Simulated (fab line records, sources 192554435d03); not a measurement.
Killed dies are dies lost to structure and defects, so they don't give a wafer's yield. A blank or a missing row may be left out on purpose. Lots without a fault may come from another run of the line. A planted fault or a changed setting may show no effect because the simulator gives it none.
fab line records | flow n5_finfet
record lots=9 wafers=27 last_day=17
route steps=1938 shown HKMG_FIN@421 BEOL_M4@1111 PASSIVATION@1936
lots that met no fault: from a run of the same line without faults
start_h: hours from the record's first day to the start of the lot's first wafer shown | wait_h: hours since the lot's step before | " the same as in the row above | L1.1+2: a row that stands for several wafers | - no value, or no start given | * or withheld: withheld | < > ~ a bound
route shown NAME@n: a module of which the file shows steps, and the number in the route of the first | usual: mean/standard deviation of fault-free wafers | same: alike in all rows | chamber/n: place in a boat | sites: the reading at each site | _std_site: their standard deviation | _edge_site: outer sites' mean less inner sites' | radius_mm: how far each site lies from the wafer's centre | mask NAME#n: copy n | behind: the tool/chamber that last shaped the wafer | hold: why the lot was held/for how many hours/how that ended | device: the transistor (n, p or np) that didn't switch | end of line: the same wafers' tests at the end of the route | a step without rows: its recipe alone | killed: dies lost to structure and defects at the first sort, not the wafer's yield | map: a wafer's dies, x killed, . not, _ none there
set.NAME: the setting as run; set.NAME@STEP: as run at that earlier step | model.NAME: the simulator's own value behind a step, which no gauge read
steps of the route over a sample of lots; a table a step, a row a wafer
services: from which hour (start_h, from the record's first day; less than 0 if before it) a tool's chamber was out of use, for how many hours, and why
## steps
# step N5_HKMG_FIN_PWFM_ALD_03
# recipe material=TiN target_thk_a=20 temp_c=400 ald_precursor_family=TiCl4 ald_co_reactant=NH3 pulse_time_s=1 purge_time_s=3 co_reactant_purge_time_s=2 co_reactant_pulse_time_s=2 ald_cycles=91 pressure_torr=3
# usual ald_cycles=91/0 heater_power_w=890/93 precursor_pulse_height_rel=1.001/0.02
# columns lot.wafer tool chamber start_h wait_h ald_cycles heater_power_w precursor_pulse_height_rel
L205.1 ald_metal-04 0 88.71 0.0 91 951 0.985
L205.4 " 3 " " 91 831 1.001
L205.5 " 0 " " 91 949 0.988
L206.1 ald_metal-01 1 92.78 0.0 91 959 0.999
L206.4 " 3 " " 91 818 1.025
L206.6 " 0 " " 91 951 0.992
L213.1 ald_metal-03 3 136.67 0.0 91 1032 1.016
L213.3 " 1 " " 91 808 0.988
L213.5 " 3 " " 91 1050 0.996
L217.3 ald_metal-04 3 160.89 0.0 91 854 1.015
L217.4 " 0 " " 91 953 0.996
L217.5 " 2 " " 91 768 0.992
L219.1 ald_metal-04 2 180.04 0.0 91 742 1.022
L219.2 " 1 " " 91 1017 1.000
L219.3 " 0 " " 91 930 1.020
L223.2 ald_metal-03 3 200.11 0.0 91 1007 1.048
L223.3 " 0 " " 91 772 1.005
L223.5 " 2 " " 91 837 0.972
L224.2 ald_metal-01 2 204.59 0.0 91 943 1.002
L224.4 " 0 " " 91 969 1.011
L224.6 " 1 " " 91 934 1.005
L225.1 ald_metal-01 1 213.15 0.0 91 963 0.952
L225.2 " 0 " " 91 974 0.977
L225.6 " 0 " " 91 947 0.950
L226.1 ald_metal-01 0 217.54 0.0 91 977 0.993
L226.2 " 1 " " 91 938 1.022
L226.4 " 2 " " 91 945 1.007
# step N5_HKMG_FIN_NWFM_ALD_20
# recipe material=TiAlC target_thk_a=20 temp_c=300 ald_precursor_family=TiCl4 ald_co_reactant=TEA pulse_time_s=3 purge_time_s=2 co_reactant_purge_time_s=2 co_reactant_pulse_time_s=10 ald_cycles=7 pressure_torr=3
# usual ald_cycles=7/0 heater_power_w=499/49 precursor_pulse_height_rel=1.000/0.019
# columns lot.wafer tool chamber start_h wait_h ald_cycles heater_power_w precursor_pulse_height_rel
L205.1 ald_metal-03 1 91.59 0.3 7 456 1.030
L205.4 " 3 " " 7 575 0.987
L205.5 " 0 " " 7 451 0.983
L206.1 ald_metal-03 2 95.78 0.3 9 481 1.011
L206.4 " 1 " " 9 458 1.011
L206.6 " 1 " " 9 460 0.994
L213.1 ald_metal-03 3 139.55 0.3 9 590 1.030
L213.3 " 2 " " 9 464 1.011
L213.5 " 1 " " 9 465 1.026
L217.3 ald_metal-04 3 163.76 0.1 7 490 1.010
L217.4 " 0 " " 7 524 0.992
L217.5 " 2 " " 7 421 1.015
L219.1 ald_metal-01 0 183.07 0.3 7 537 0.990
L219.2 " 1 " " 7 529 0.976
L219.3 " 3 " " 7 469 1.010
L223.2 ald_metal-04 2 203.49 0.3 7 429 1.035
L223.3 " 0 " " 7 524 0.988
L223.5 " 1 " " 7 573 1.004
L224.2 ald_metal-01 3 207.57 0.3 7 462 1.024
L224.4 " 1 " " 7 543 0.988
L224.6 " 0 " " 7 527 0.996
L225.1 ald_metal-03 3 216.25 0.3 7 573 0.976
L225.2 " 0 " " 7 441 0.981
L225.6 " 0 " " 7 437 1.003
L226.1 ald_metal-03 0 220.70 0.3 7 445 1.005
L226.2 " 2 " " 7 459 0.987
L226.4 " 2 " " 7 456 1.002
# step N5_HKMG_FIN_CMP_94
# recipe stop_on=SiNx post_cmp_clean=w_dilute_nh4oh t_overpolish_s=4.7 down_force_psi=4 platen_rpm=50.289 pad_velocity_m_s=1.0006 target_thk_nm=43.299
# usual motor_current_A=12.1/1.5
# columns lot.wafer tool chamber start_h wait_h motor_current_A
L205.1 cmp-04 3 93.84 0.3 12.0
L205.4 " 0 " " 11.0
L205.5 " 3 " " 12.6
L206.4 cmp-02 2 98.01 0.4 11.2
L206.1 " 1 " " 11.7
L206.6 " 3 " " 14.8
L213.3 cmp-02 2 141.90 0.3 11.4
L213.1 " 3 " " 14.6
L213.5 " 0 " " 10.9
L217.3 cmp-02 1 165.96 0.4 12.0
L217.4 " 0 " " 11.6
L217.5 " 1 " " 11.4
L219.3 cmp-02 2 185.28 0.4 11.1
L219.1 " 3 " " 15.1
L219.2 " 1 " " 11.7
L223.2 cmp-04 2 206.26 0.9 10.9
L223.3 " 0 " " 10.9
L223.5 " 2 " " 10.5
L224.4 cmp-03 2 209.95 0.3 10.5
L224.2 " 0 " " 12.4
L224.6 " 1 " " 10.6
L225.2 cmp-02 1 218.60 0.3 11.1
L225.1 " 3 " " 14.9
L225.6 " 0 " " 11.3
L226.4 cmp-04 1 222.94 0.3 15.1
L226.1 " 2 " " 11.3
L226.2 " 3 " " 12.8
# step N5_HKMG_FIN_INSPECT_28
# recipe inspect_instrument=darkfield mode=post_cmp
# usual raw_defect_count=40/15
# columns lot.wafer tool chamber start_h wait_h raw_defect_count
L205.1 defect_inspect-01 - 94.04 0.0 29
L205.4 " - " " 32
L205.5 " - " " 30
L206.1 defect_inspect-02 - 98.24 0.0 35
L206.4 " - " " 40
L206.6 " - " " 44
L213.1 defect_inspect-01 - 142.07 0.0 38
L213.3 " - " " 54
L213.5 " - " " 24
L217.3 defect_inspect-01 - 166.19 0.0 33
L217.4 " - " " 58
L217.5 " - " " 57
L219.1 defect_inspect-01 - 185.51 0.0 43
L219.2 " - " " 34
L219.3 " - " " 50
L223.2 defect_inspect-01 - 206.47 0.0 26
L223.3 " - " " 26
L223.5 " - " " 40
L224.2 defect_inspect-02 - 210.16 0.0 33
L224.4 " - " " 26
L224.6 " - " " 40
L225.1 defect_inspect-02 - 218.80 0.0 42
L225.2 " - " " 28
L225.6 " - " " 27
L226.1 defect_inspect-02 - 223.14 0.0 68
L226.2 " - " " 67
L226.4 " - " " 57
# step N5_BEOL_M4_RC_MEAS_101
# usual DIBL_N=36.3/1.2 DIBL_P=36.7/1.5 IOFF_N=0.164/0.02 IOFF_N_85C=3.2/0.34 IOFF_N_LIN=0.075/0.0075 IOFF_N_LONG=5.57e-05/1.9e-06 IOFF_P=0.214/0.024 IOFF_P_LIN=0.101/0.009 IOFF_P_LONG=0.000107/6e-06 ION_N=673/8.5 ION_P=461/5.9 SS_N=71.6/0.44 SS_P=73.3/0.55 VT_N=249.4/2.4 VT_N_LONG=274.2/1.9 VT_N_LVT=98.3/2.8 VT_P=-250.0/2.3 VT_P_LONG=-274.8/2.3 VT_P_LVT=-98.8/2.4
# columns lot.wafer tool chamber start_h wait_h DIBL_N[mV/V] DIBL_P[mV/V] IOFF_N[nA/um] IOFF_N_85C[nA/um] IOFF_N_LIN[nA/um] IOFF_N_LONG[nA/um] IOFF_P[nA/um] IOFF_P_LIN[nA/um] IOFF_P_LONG[nA/um] ION_N[uA/um] ION_P[uA/um] SS_N[mV/dec] SS_P[mV/dec] VT_N[mV] VT_N_LONG[mV] VT_N_LVT[mV] VT_P[mV] VT_P_LONG[mV] VT_P_LVT[mV]
L206.1 prober-02 0 174.60 0.0 37.0 37.7 0.606 9.7 0.274 0.0001449 0.164 0.077 7.9e-05 761 449 72.5 73.3 213.7 240.2 62.1 -255.4 -286.5 -107.1
L206.4 " 0 " " 35.4 36.0 0.488 8.1 0.231 0.0001456 0.140 0.068 7.7e-05 745 444 71.9 73.1 217.8 240.6 66.2 -261.3 -287.4 -108.0
L206.6 " 0 " " 34.7 35.2 0.452 7.5 0.217 0.000145 0.132 0.066 7.6e-05 737 445 71.7 72.8 217.5 238.6 66.8 -260.6 -286.2 -108.9
L205.1 prober-01 0 194.75 0.0 35.1 36.3 0.140 2.7 0.065 5.22e-05 0.184 0.088 9.5e-05 657 452 71.0 72.7 250.2 276.1 101.5 -253.4 -277.9 -102.8
L205.4 " 0 " " 34.0 34.5 0.123 2.4 0.058 5.22e-05 0.166 0.082 9.8e-05 662 454 71.6 72.7 251.7 279.1 104.9 -255.6 -279.6 -103.2
L205.5 " 0 " " 35.6 37.5 0.162 3.0 0.073 5.39e-05 0.199 0.094 9.5e-05 678 459 71.6 73.4 249.5 276.2 99.8 -253.3 -280.0 -101.5
L213.1 prober-01 0 230.53 0.0 35.0 35.5 0.497 8.1 0.240 0.0001485 0.157 0.075 8.8e-05 753 457 71.4 73.2 217.0 239.1 65.2 -258.6 -283.5 -106.8
L213.3 " 0 " " 35.4 36.4 0.545 8.6 0.258 0.0001476 0.164 0.076 8.4e-05 750 452 71.4 73.4 214.3 237.9 64.4 -258.2 -284.2 -106.9
L213.5 " 0 " " 36.1 37.2 0.573 9.2 0.267 0.0001452 0.173 0.080 8.6e-05 747 447 71.8 73.9 214.4 239.4 63.2 -255.9 -283.8 -106.3
L217.3 prober-01 0 254.05 0.3 37.2 36.8 0.174 3.3 0.078 5.55e-05 0.223 0.104 0.00011 675 460 72.2 73.9 251.4 274.8 99.8 -249.7 -272.4 -98.6
L217.4 " 0 " " 36.6 36.3 0.165 3.1 0.074 5.55e-05 0.218 0.103 0.000109 671 460 71.4 73.3 248.3 277.6 101.1 -249.7 -273.3 -99.2
L217.5 " 0 " " 36.7 36.4 0.160 3.0 0.072 5.41e-05 0.224 0.105 0.000112 678 467 72.6 73.4 253.3 275.6 101.9 -249.6 -272.0 -98.4
L219.1 prober-02 0 269.18 0.0 36.0 36.7 0.159 3.1 0.073 5.49e-05 0.232 0.112 0.000106 679 466 72.1 73.3 249.3 273.9 101.0 -248.2 -274.0 -99.2
L219.2 " 0 " " 34.2 33.7 0.129 2.6 0.062 5.61e-05 0.190 0.099 0.000111 669 463 71.5 72.7 251.4 278.3 103.8 -248.6 -270.9 -102.1
L219.3 " 0 " " 35.2 34.7 0.141 2.8 0.065 5.58e-05 0.192 0.098 0.000109 663 457 71.1 72.7 250.4 271.6 103.0 -251.4 -274.4 -101.6
L223.2 prober-02 0 286.32 0.2 38.6 37.3 0.201 3.7 0.085 5.85e-05 0.240 0.112 0.00011 679 465 71.2 73.5 245.6 273.3 94.8 -246.5 -273.4 -96.5
L223.3 " 0 " " 36.9 36.2 0.162 3.1 0.074 5.84e-05 0.213 0.102 0.000108 664 454 70.9 73.0 249.2 275.0 97.7 -248.0 -273.1 -97.6
L223.5 " 0 " " 39.0 37.4 0.196 3.6 0.083 5.87e-05 0.229 0.107 0.000106 666 460 71.8 73.7 246.6 274.6 96.4 -249.1 -273.4 -96.6
L224.2 prober-01 0 300.19 0.2 36.0 36.4 0.163 3.2 0.076 5.81e-05 0.219 0.104 0.000112 675 461 71.3 73.2 246.9 272.3 95.1 -248.3 -273.8 -96.0
L224.4 " 0 " " 37.5 38.9 0.194 3.8 0.086 5.76e-05 0.256 0.114 0.000111 671 460 71.9 73.7 245.0 275.1 94.4 -248.7 -274.8 -95.6
L224.6 " 0 " " 36.9 38.2 0.180 3.5 0.083 5.7e-05 0.244 0.112 0.000113 674 465 71.4 73.9 247.3 272.9 94.2 -248.9 -275.3 -94.7
L225.1 prober-02 0 302.79 0.0 38.4 38.8 0.186 3.5 0.082 5.44e-05 0.236 0.108 0.000105 677 466 71.4 73.5 249.3 273.4 96.2 -249.4 -275.0 -97.4
L225.2 " 0 " " 39.1 39.1 0.205 3.8 0.086 5.44e-05 0.240 0.110 0.000104 685 467 72.2 73.5 246.7 273.9 94.1 -248.1 -276.6 -96.4
L225.6 " 0 " " 37.7 37.5 0.175 3.3 0.078 5.51e-05 0.207 0.098 0.000106 684 463 71.6 72.5 248.6 273.2 95.8 -252.9 -278.2 -98.9
L226.1 prober-02 0 307.18 0.0 36.3 38.1 0.159 3.1 0.074 5.29e-05 0.214 0.102 0.000105 680 465 71.2 73.8 251.0 273.7 100.7 -251.5 -273.9 -100.1
L226.2 " 0 " " 36.1 38.3 0.160 3.1 0.073 5.32e-05 0.214 0.102 0.000107 672 465 71.2 73.3 251.5 275.9 101.0 -250.7 -275.6 -99.9
L226.4 " 0 " " 38.6 40.1 0.200 3.8 0.087 5.34e-05 0.258 0.116 0.000107 682 469 72.3 74.7 247.2 276.8 97.1 -249.7 -276.1 -98.3
# step N5_PASSIVATION_PROBE_49
# usual defect_limited_yield=91.2/1.5 killed_at_M0_to_M3=35/11 killed_at_M4_up=13/5.6 killed_at_contacts=13/6.3 killed_at_front_end=38/12 killed_at_other=3.7/2.9 killed_dies=104/18 killed_open=69/13 killed_short=34/8.3 sort_bin_4_leakage=0/0 sort_bin_5_function=5.2/0.95 sort_bin_6_memory=3.3/0.68 sort_bin_8_speed=0/0 sort_n_pass=1076/18 sort_yield_pct=91.2/1.5
# same gross_dies=1180 killed_at_back_side=0
# columns lot.wafer tool chamber start_h wait_h defect_limited_yield[%] killed_at_M0_to_M3 killed_at_M4_up killed_at_contacts killed_at_front_end killed_at_other killed_dies killed_open killed_short sort_bin_4_leakage[%] sort_bin_5_function[%] sort_bin_6_memory[%] sort_bin_8_speed[%] sort_n_pass sort_yield_pct[%]
L206.1 prober-01 - 268.10 0.0 92.5 43 15 7 22 2 89 56 32 83.81 4.7 2.5 0 102 8.6
L206.4 prober-01 - 268.25 0.2 93.2 41 13 2 22 2 80 55 25 50.34 3.6 2.9 0 506 42.9
L206.6 prober-01 - 268.35 0.3 92.8 41 5 17 22 0 85 58 24 36.78 4.3 2.7 0.08 660 55.9
L205.1 prober-02 - 299.68 0.0 90.7 40 14 14 39 3 110 79 27 0 5.9 2.8 0 1070 90.7
L205.4 prober-02 - 299.83 0.2 92.7 28 13 18 23 4 86 63 21 0 4.1 3.1 0 1094 92.7
L205.5 prober-02 - 299.88 0.2 88.4 54 12 4 62 5 137 84 49 0 7.4 3.7 0 1043 88.4
L213.1 prober-01 - 337.84 0.0 92.2 38 15 12 26 1 92 66 25 48.22 4.3 3.3 0 519 44.0
L213.3 prober-01 - 337.94 0.1 91.4 27 17 9 47 1 101 69 29 65.51 4.7 3.7 0 306 25.9
L213.5 prober-01 - 338.04 0.2 88.7 54 14 18 43 4 133 79 50 71.53 7.0 3.6 0 203 17.2
L217.3 prober-01 - 362.83 0.1 93.4 28 6 11 26 7 78 53 25 0 3.9 2.5 0 1102 93.4
L217.4 prober-01 - 362.88 0.2 92.5 29 5 14 35 6 89 62 27 0 3.7 3.6 0 1091 92.5
L217.5 prober-01 - 362.93 0.2 92.9 30 4 1 38 11 84 52 32 0 4.2 2.9 0 1096 92.9
L219.1 prober-01 - 378.64 0.0 90.3 37 13 16 47 2 115 86 28 0 5.3 4.3 0 1065 90.3
L219.2 prober-01 - 378.69 0.1 92.5 21 7 20 37 3 88 59 29 0 4.7 2.5 0 1092 92.5
L219.3 prober-01 - 378.74 0.1 91.4 39 5 30 25 2 101 75 25 0 4.2 4.0 0 1079 91.4
L223.2 prober-02 - 397.98 0.6 88.6 45 9 15 64 1 134 74 60 0 7.4 3.5 0 1046 88.6
L223.3 prober-02 - 398.03 0.7 90.4 33 7 11 62 0 113 69 43 0 5.2 3.8 0 1067 90.4
L223.5 prober-02 - 398.13 0.8 91.6 31 11 12 42 3 99 63 36 0 5.6 2.5 0 1081 91.6
L224.2 prober-01 - 409.89 0.1 89.3 46 11 18 49 2 126 90 32 0 6.4 3.6 0 1054 89.3
L224.4 prober-01 - 409.99 0.2 91.1 37 12 13 37 6 105 68 33 0 5.6 3.2 0 1075 91.1
L224.6 prober-01 - 410.09 0.3 91.7 25 14 14 43 2 98 66 30 0 4.7 3.0 0 1082 91.7
L225.1 prober-02 - 410.79 0.0 92.5 26 13 4 45 0 88 63 25 0 4.1 3.1 0 1092 92.5
L225.2 prober-02 - 410.84 0.1 90.3 38 15 11 49 2 115 57 57 0 4.7 4.3 0 1065 90.3
L225.6 prober-02 - 411.04 0.3 91.0 32 16 6 47 5 106 75 30 0 4.4 4.1 0 1074 91.0
L226.1 prober-01 - 411.86 0.0 92.0 20 18 17 34 5 94 62 32 0 4.3 3.3 0 1086 92.0
L226.2 prober-01 - 411.91 0.1 91.5 28 15 15 39 3 100 68 31 0 4.7 3.4 0 1080 91.5
L226.4 prober-01 - 412.01 0.2 92.3 18 15 17 32 9 91 63 28 0 4.7 2.8 0 1089 92.3
# killed by level:class
L206.1 BEOL_M3:geometric_particle:open=19 BEOL_M0_SAQP:geometric_particle:short=11 BEOL_M4:geometric_particle:open=9 MOL_CONTACT_COAG:geometric_particle:open=6 STI_FIN_REVEAL:geometric_particle:open=4 GATE_CUT:geometric_particle:short=4 FIN_SAQP:geometric_particle:short=3 BEOL_M0_SAQP:geometric_particle:open=3
L206.4 BEOL_M3:geometric_particle:open=13 BEOL_M0_SAQP:geometric_particle:open=9 GATE_CUT:geometric_particle:short=7 BEOL_M1:geometric_particle:open=6 BEOL_M0_SAQP:geometric_particle:short=5 FIN_SAQP:geometric_particle:open=4 GATE_CUT:geometric_particle:open=4 BEOL_M3:geometric_particle:short=3
L206.6 MOL_CONTACT_COAG:geometric_particle:open=13 BEOL_M3:geometric_particle:open=11 BEOL_M0_SAQP:geometric_particle:open=8 BEOL_M3:geometric_particle:short=7 MOL_CONTACT_COAG:geometric_particle:short=4 BEOL_M0_SAQP:geometric_particle:short=4 BEOL_M1:geometric_particle:open=4 FIN_SAQP:geometric_particle:open=3
L205.1 MOL_CONTACT_COAG:geometric_particle:open=14 FIN_SAQP:geometric_particle:open=10 STI_FIN_REVEAL:geometric_particle:open=8 BEOL_M2:geometric_particle:open=8 BEOL_M1:geometric_particle:open=6 BEOL_M3:geometric_particle:open=6 DUMMY_GATE:geometric_particle:open=5 BEOL_M0_SAQP:geometric_particle:open=5
L205.4 MOL_CONTACT_COAG:geometric_particle:open=14 STI_FIN_REVEAL:geometric_particle:open=9 BEOL_M2:geometric_particle:open=9 BEOL_M3:geometric_particle:open=6 BEOL_M4:geometric_particle:open=5 MOL_CONTACT_COAG:geometric_particle:short=4 BEOL_M1:geometric_particle:open=4 BEOL_M3:geometric_particle:short=4
L205.5 BEOL_M0_SAQP:geometric_particle:short=15 FIN_SAQP:geometric_particle:open=12 STI_FIN_REVEAL:geometric_particle:open=11 BEOL_M0_SAQP:geometric_particle:open=10 BEOL_M3:geometric_particle:open=10 FIN_SAQP:geometric_particle:short=9 BEOL_M2:geometric_particle:open=7 GATE_CUT:geometric_particle:short=6
L213.1 BEOL_M0_SAQP:geometric_particle:short=11 STI_FIN_REVEAL:geometric_particle:open=10 MOL_CONTACT_COAG:geometric_particle:open=10 BEOL_M4:geometric_particle:open=10 BEOL_M0_SAQP:geometric_particle:open=9 BEOL_M2:geometric_particle:open=7 BEOL_M3:geometric_particle:open=4 FIN_SAQP:geometric_particle:short=3
L213.3 STI_FIN_REVEAL:geometric_particle:open=10 FIN_SAQP:geometric_particle:open=9 MOL_CONTACT_COAG:geometric_particle:open=8 BEOL_M0_SAQP:geometric_particle:short=7 BEOL_M0_SAQP:geometric_particle:open=6 BEOL_M4:geometric_particle:open=6 BEOL_M2:geometric_particle:open=5 FIN_SAQP:geometric_particle:short=4
L213.5 BEOL_M0_SAQP:geometric_particle:open=24 BEOL_M0_SAQP:geometric_particle:short=20 MOL_CONTACT_COAG:geometric_particle:open=14 STI_FIN_REVEAL:geometric_particle:open=8 FIN_SAQP:geometric_particle:short=7 FIN_SAQP:geometric_particle:open=6 GATE_CUT:geometric_particle:short=5 FIN_CUT:geometric_particle:short=3
L217.3 MOL_CONTACT_COAG:geometric_particle:open=7 BEOL_M3:geometric_particle:open=6 STI_FIN_REVEAL:geometric_particle:open=5 BEOL_M1:geometric_particle:open=5 MOL_CONTACT_COAG:geometric_particle:short=4 BEOL_M0_SAQP:geometric_particle:open=4 BEOL_M0:geometric_particle:open=4 FIN_SAQP:geometric_particle:open=3
L217.4 STI_FIN_REVEAL:geometric_particle:open=10 MOL_CONTACT_COAG:geometric_particle:open=10 BEOL_M0:geometric_particle:open=7 BEOL_M3:geometric_particle:open=7 GATE_CUT:geometric_particle:short=5 DUMMY_GATE:geometric_particle:open=4 BEOL_M2:geometric_particle:open=4 MOL_CONTACT_COAG:geometric_particle:short=4
L217.5 BEOL_M0_SAQP:geometric_particle:short=9 STI_FIN_REVEAL:geometric_particle:open=8 GATE_CUT:geometric_particle:short=7 FIN_SAQP:geometric_particle:open=6 FIN_SAQP:geometric_particle:short=5 DUMMY_GATE:geometric_particle:open=5 BEOL_M0_SAQP:geometric_particle:open=5 BEOL_M2:geometric_particle:open=5
L219.1 FIN_SAQP:geometric_particle:open=20 BEOL_M3:geometric_particle:open=13 MOL_CONTACT_COAG:geometric_particle:open=13 BEOL_M4:geometric_particle:open=9 BEOL_M0_SAQP:geometric_particle:open=8 BEOL_M2:geometric_particle:open=6 FIN_SAQP:geometric_particle:short=5 ILD0:geometric_particle:short=5
L219.2 MOL_CONTACT_COAG:geometric_particle:open=17 FIN_SAQP:geometric_particle:open=9 BEOL_M2:geometric_particle:open=8 GATE_CUT:geometric_particle:short=7 BEOL_M4:geometric_particle:open=6 GATE_CUT:geometric_particle:open=4 MOL_CONTACT_COAG:geometric_particle:short=3 BEOL_M0_SAQP:geometric_particle:short=3
L219.3 MOL_CONTACT_COAG:geometric_particle:open=23 BEOL_M2:geometric_particle:open=9 MOL_CONTACT_COAG:geometric_particle:short=7 BEOL_M1:geometric_particle:open=7 BEOL_M3:geometric_particle:open=7 BEOL_M0_SAQP:geometric_particle:open=6 STI_FIN_REVEAL:geometric_particle:open=5 BEOL_M0_SAQP:geometric_particle:short=5
L223.2 FIN_SAQP:geometric_particle:short=18 FIN_SAQP:geometric_particle:open=15 BEOL_M0_SAQP:geometric_particle:short=13 STI_FIN_REVEAL:geometric_particle:open=12 MOL_CONTACT_COAG:geometric_particle:open=12 BEOL_M0_SAQP:geometric_particle:open=11 BEOL_M0:geometric_particle:short=8 BEOL_M4:geometric_particle:open=7
L223.3 FIN_SAQP:geometric_particle:short=20 FIN_SAQP:geometric_particle:open=18 STI_FIN_REVEAL:geometric_particle:open=14 BEOL_M0_SAQP:geometric_particle:short=12 MOL_CONTACT_COAG:geometric_particle:open=9 BEOL_M0_SAQP:geometric_particle:open=9 BEOL_M3:geometric_particle:open=4 GATE_CUT:geometric_particle:open=3
L223.5 STI_FIN_REVEAL:geometric_particle:open=13 MOL_CONTACT_COAG:geometric_particle:open=12 BEOL_M0_SAQP:geometric_particle:short=9 FIN_SAQP:geometric_particle:short=7 BEOL_M0_SAQP:geometric_particle:open=7 BEOL_M4:geometric_particle:open=6 BEOL_M2:geometric_particle:open=5 FIN_SAQP:geometric_particle:open=4
L224.2 MOL_CONTACT_COAG:geometric_particle:open=14 FIN_SAQP:geometric_particle:open=11 BEOL_M0_SAQP:geometric_particle:open=11 STI_FIN_REVEAL:geometric_particle:open=10 BEOL_M0:geometric_particle:open=7 BEOL_M2:geometric_particle:open=7 BEOL_M0_SAQP:geometric_particle:short=6 DUMMY_GATE:geometric_particle:open=5
L224.4 MOL_CONTACT_COAG:geometric_particle:open=12 FIN_SAQP:geometric_particle:open=9 BEOL_M0_SAQP:geometric_particle:open=9 FIN_SAQP:geometric_particle:short=8 BEOL_M3:geometric_particle:open=6 BEOL_M0_SAQP:geometric_particle:short=5 BEOL_M1:geometric_particle:open=5 STI_FIN_REVEAL:geometric_particle:open=4
L224.6 FIN_SAQP:geometric_particle:open=11 FIN_SAQP:geometric_particle:short=9 MOL_CONTACT_COAG:geometric_particle:open=9 STI_FIN_REVEAL:geometric_particle:open=8 BEOL_M1:geometric_particle:open=7 BEOL_M3:geometric_particle:open=6 GATE_CUT:geometric_particle:short=5 MOL_CONTACT_COAG:geometric_particle:short=5
L225.1 FIN_SAQP:geometric_particle:open=14 FIN_SAQP:geometric_particle:short=8 STI_FIN_REVEAL:geometric_particle:open=8 BEOL_M0_SAQP:geometric_particle:open=7 BEOL_M4:geometric_particle:open=7 BEOL_M3:geometric_particle:open=6 BEOL_M0_SAQP:geometric_particle:short=5 GATE_CUT:geometric_particle:short=4
L225.2 FIN_SAQP:geometric_particle:short=18 BEOL_M0_SAQP:geometric_particle:short=16 BEOL_M0_SAQP:geometric_particle:open=10 MOL_CONTACT_COAG:geometric_particle:open=8 FIN_SAQP:geometric_particle:open=7 STARTING-WAFER:geometric_particle:short=6 STI_FIN_REVEAL:geometric_particle:open=5 BEOL_M3:geometric_particle:open=4
L225.6 FIN_SAQP:geometric_particle:open=17 BEOL_M0_SAQP:geometric_particle:short=8 FIN_SAQP:geometric_particle:short=7 STI_FIN_REVEAL:geometric_particle:open=7 BEOL_M1:geometric_particle:open=7 BEOL_M4:geometric_particle:open=7 GATE_CUT:geometric_particle:short=6 MOL_CONTACT_COAG:geometric_particle:open=6
L226.1 STI_FIN_REVEAL:geometric_particle:open=15 MOL_CONTACT_COAG:geometric_particle:open=13 BEOL_M4:geometric_particle:open=6 GATE_CUT:geometric_particle:short=5 BEOL_M2:geometric_particle:open=5 MOL_CONTACT_COAG:geometric_particle:short=4 BEOL_M2:geometric_particle:short=4 BEOL_M3:geometric_particle:open=4
L226.2 FIN_SAQP:geometric_particle:short=17 BEOL_M2:geometric_particle:open=13 FIN_SAQP:geometric_particle:open=11 MOL_CONTACT_COAG:geometric_particle:open=10 BEOL_M0_SAQP:geometric_particle:open=6 BEOL_M4:geometric_particle:open=5 MOL_CONTACT_COAG:geometric_particle:short=4 BEOL_M0_SAQP:geometric_particle:short=4
L226.4 MOL_CONTACT_COAG:geometric_particle:open=15 BEOL_M2:geometric_particle:open=11 STI_FIN_REVEAL:geometric_particle:open=7 BEOL_M4:geometric_particle:open=7 FIN_SAQP:geometric_particle:short=6 FIN_SAQP:geometric_particle:open=6 GATE_CUT:geometric_particle:short=5 BEOL_M0_SAQP:geometric_particle:short=5
## services
# columns tool chamber start_h hours kind
cmp-02 - 68.16 3.3 repair
cmp-03 - 85.83 1.8 repair
ald_metal-01 - 97.34 2.8 pm
ald_metal-04 - 110.42 12.1 repair
cmp-03 - 125.52 2.4 repair
ald_metal-01 0 132.30 3.4 repair
ald_metal-03 3 141.46 3.9 repair
cmp-02 - 142.18 7.5 pm
cmp-02 - 153.77 4.0 pm
ald_metal-01 1 155.90 6.0 repair
cmp-02 - 157.77 - consumable_replace:conditioner
cmp-02 - 157.77 - consumable_replace:pad
ald_metal-03 1 160.26 65.4 repair
cmp-04 - 166.09 6.3 pm
cmp-03 - 166.54 26.7 pm
cmp-04 - 174.50 1.8 repair
cmp-04 - 212.57 4.0 pm
cmp-04 - 216.57 - consumable_replace:conditioner
cmp-04 - 216.57 - consumable_replace:pad
## key
first_sign step=N5_HKMG_FIN_NWFM_ALD_20 reading=ald_cycles direction=up sigmas=99+ usual=* struck=*
effect step=N5_BEOL_M4_RC_MEAS_101 reading=IOFF_N_LONG direction=up sigmas=48 usual=5.57e-05 struck=0.0001461
effect step=N5_BEOL_M4_RC_MEAS_101 reading=IOFF_N_LIN direction=up sigmas=23 usual=0.075 struck=0.248
effect step=N5_BEOL_M4_RC_MEAS_101 reading=VT_N_LONG direction=down sigmas=19 usual=274.2 struck=239.3
effect step=N5_BEOL_M4_RC_MEAS_101 reading=IOFF_N direction=up sigmas=18 usual=0.164 struck=0.527
effect step=N5_BEOL_M4_RC_MEAS_101 reading=IOFF_N_85C direction=up sigmas=16 usual=3.2 struck=8.5
effect step=N5_BEOL_M4_RC_MEAS_101 reading=VT_N direction=down sigmas=14 usual=249.4 struck=215.8
effect step=N5_BEOL_M4_RC_MEAS_101 reading=VT_N_LVT direction=down sigmas=12 usual=98.3 struck=64.7
effect step=N5_BEOL_M4_RC_MEAS_101 reading=ION_N direction=up sigmas=8.9 usual=673 struck=749
effect step=N5_BEOL_M4_RC_MEAS_101 reading=VT_P_LONG direction=down sigmas=4.5 usual=-274.8 struck=-285.3
effect step=N5_BEOL_M4_RC_MEAS_101 reading=IOFF_P_LONG direction=down sigmas=4.2 usual=0.000107 struck=8.2e-05
effect step=N5_BEOL_M4_RC_MEAS_101 reading=VT_P_LVT direction=down sigmas=3.6 usual=-98.8 struck=-107.3
effect step=N5_BEOL_M4_RC_MEAS_101 reading=VT_P direction=down sigmas=3.6 usual=-250.0 struck=-258.3
effect step=N5_PASSIVATION_PROBE_49 reading=sort_bin_4_leakage direction=up sigmas=99+ usual=0 struck=59.36
met_at N5_HKMG_FIN_NWFM_ALD_20
struck_lots L206,L213
not_acting_at N5_HKMG_FIN_PWFM_ALD_03,N5_HKMG_FIN_CMP_94,N5_HKMG_FIN_INSPECT_28
onset_between 91.59 95.78
fault kind=process_parameter_drift tool=ald_metal-03 chamber=- onset_h=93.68 steps=N5_HKMG_FIN_NWFM_ALD_20 channel=ald_cycles offset=* shape=step end_h=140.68 acts_in=* stated=*
